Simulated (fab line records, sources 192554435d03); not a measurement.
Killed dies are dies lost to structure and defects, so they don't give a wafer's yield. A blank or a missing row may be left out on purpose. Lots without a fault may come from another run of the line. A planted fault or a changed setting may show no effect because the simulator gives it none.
A struck lot beside a sound one | flow n5_finfet | 16 steps out of a route of 1938
Sound: wafers L593.1, L593.4, L593.5. Struck: wafer L602.6. (L602.3 of the same lot was not struck and is left out.) The cause comes at the end.
At each step with rows: each side's tool, then ch and its chambers, then its first start. Under that, the readings that differ: sound wafers | struck wafers | difference of the means | sigmas: that difference in standard deviations of wafers without a fault.
alike: readings whose means differ by less than 2 such deviations, and words and numbers that are the same on both sides. not compared: withheld readings, readings that some wafer has no value for, bounds like >300 that may hide the same value, and numbers for which the record gives no deviation and whose values overlap.
The two part at a step that has a row with sigmas, a row that says differs or no value, or rows on one side only. Numbers that don't overlap but have no deviation are shown without sigmas and don't part them. A reading that every wafer of one side lacks parts them only if that side has two wafers or more.

first, 2 steps without rows for these wafers: N5_BEOL_M4_DESCUM_33 (chemistry O2, time 7 s); N5_BEOL_M4_ETCH_77 (etches underlayer in N2/H2, target depth 6.5 nm, time 5.2 s).
N5_BEOL_M4_ETCH_69: etches SiARC in CF4, target depth 15.6 nm, time 26 s.
  sound on rie_diel-02 ch 0,2,3, day 9 12:31; struck on rie_diel-01 ch 2, day 11 16:07
  alike: drypump_motor_current_A, etch_rf_on_time_s, mfc_ar_sccm, oes_product_au, rf_vpp_V, showerhead_plenum_p_Torr, throttle_valve_pct
  not compared: rf_hours_counter_h
N5_BEOL_M4_ALD_98: deposits SiO2, target thk 2.5 nm, pulse time 1 s, co reactant pulse time 1 s.
  sound on ald_sin-04 ch 0,1, day 9 12:40; struck on ald_sin-02 ch 0, day 11 16:33
  reading            | sound    | struck | difference | sigmas
  heater_power_w (W) | 73 73 72 | 86     | +13        | +3
  alike: precursor_pulse_height_rel
then, 1 step without rows for these wafers: N5_BEOL_M4_ETCHBACK_99 (etches SiO2 in CHF3, target depth 5 nm, time 10.4 s).
N5_BEOL_M4_ETCH_70: etches SOC in N2/H2, target depth 80 nm, overetch 24 nm, time 130 s.
  sound on rie_diel-01 ch 1,3, day 9 20:48; struck on rie_diel-01 ch 2, day 12 01:45
  reading                | sound             | struck | difference | sigmas
  throttle_valve_pct (%) | 17.81 17.73 17.72 | 17.36  | -0.39      | -2
  alike: drypump_motor_current_A, h2_flow_sccm, oes_product_au, rf_vpp_V, showerhead_plenum_p_Torr
  not compared: rf_hours_counter_h
then, 2 steps without rows for these wafers: N5_BEOL_M4_STRIP_71 (strips in N2/H2); N5_BEOL_M4_STRIP_78 (strips in N2/H2).
N5_BEOL_M4_VIA_ETCH_34: etches the open film in C4F6/O2, target depth 69.4 nm, time 65.9 s.
  sound on rie_diel-01 ch 1,3, day 9 20:54; struck on rie_diel-01 ch 2, day 12 01:52
  reading                     | sound             | struck | difference | sigmas
  drypump_motor_current_A (A) | 6.7 6.1 6.0       | 5.1    | -1.2       | -2
  throttle_valve_pct (%)      | 30.81 30.91 30.91 | 30.15  | -0.73      | -3
  alike: mfc_ar_sccm, oes_product_au, rf_vpp_V, showerhead_plenum_p_Torr
  not compared: rf_hours_counter_h
then, 1 step without rows for these wafers: N5_BEOL_M4_STRIP_83 (strips in C4F6/O2).
N5_BEOL_M4_STRIP_36: strips in N2/H2.
  sound on rie_diel-01 ch 1,3, day 9 20:58; struck on rie_diel-01 ch 2, day 12 01:55
  reading                     | sound       | struck | difference | sigmas
  drypump_motor_current_A (A) | 6.7 6.1 6.1 | 5.1    | -1.2       | -2
  alike: h2_flow_sccm, oes_product_au, rf_vpp_V, showerhead_plenum_p_Torr, throttle_valve_pct
  not compared: rf_hours_counter_h
then, 1 step without rows for these wafers: N5_BEOL_M4_TRENCH_ETCH_37 (etches SiOC in C4F6/O2, target depth 55.555 nm, time 29.2 s).
N5_BEOL_M4_ETCH_41: etches SiCN in CH3F/O2, target depth 29.9 nm, time 52.5 s.
  sound on rie_diel-01 ch 1,3, day 9 21:02; struck on rie_diel-01 ch 2, day 12 01:59
  reading                     | sound             | struck | difference | sigmas
  drypump_motor_current_A (A) | 6.7 6.1 6.0       | 5.1    | -1.2       | -2
  throttle_valve_pct (%)      | 16.30 16.33 16.34 | 15.83  | -0.49      | -2
  model.etch.depth_nm (nm)    | 20.17 20.31 20.26 | 16.89  | -3.36      |
  alike: mfc_ar_sccm, oes_product_au, rf_vpp_V, showerhead_plenum_p_Torr
  not compared: rf_hours_counter_h
then, 1 step without rows for these wafers: N5_BEOL_M4_STRIP_97 (strips in N2/H2, time 10 s).
N5_BEOL_M4_RC_MEAS_101:
  sound on prober-02 ch 0, day 10 01:40; struck on prober-02 ch 0, day 12 06:32
  reading        | sound          | struck | difference | sigmas
  IOFF_N (nA/um) | 0.16 0.14 0.13 | 0.22   | +0.08      | +2
  IOFF_P (nA/um) | 0.21 0.18 0.17 | 0.26   | +0.07      | +2
  SS_P (mV/dec)  | 72.8 73.0 71.7 | 74.0   | +1.5       | +2
  VT_N (mV)      | 250 252 255    | 242    | -10        | -3
  VT_P (mV)      | -251 -254 -255 | -244   | +9         | +3
  alike: DIBL_N, DIBL_P, ION_N, ION_P, SS_N
then, 1 step without rows for these wafers: N5_PASSIVATION_PROBE_49.

WHERE THEY PART
First at N5_BEOL_M4_ALD_98; last, within this record, at N5_BEOL_M4_RC_MEAS_101.

WHY: what the simulator had put in
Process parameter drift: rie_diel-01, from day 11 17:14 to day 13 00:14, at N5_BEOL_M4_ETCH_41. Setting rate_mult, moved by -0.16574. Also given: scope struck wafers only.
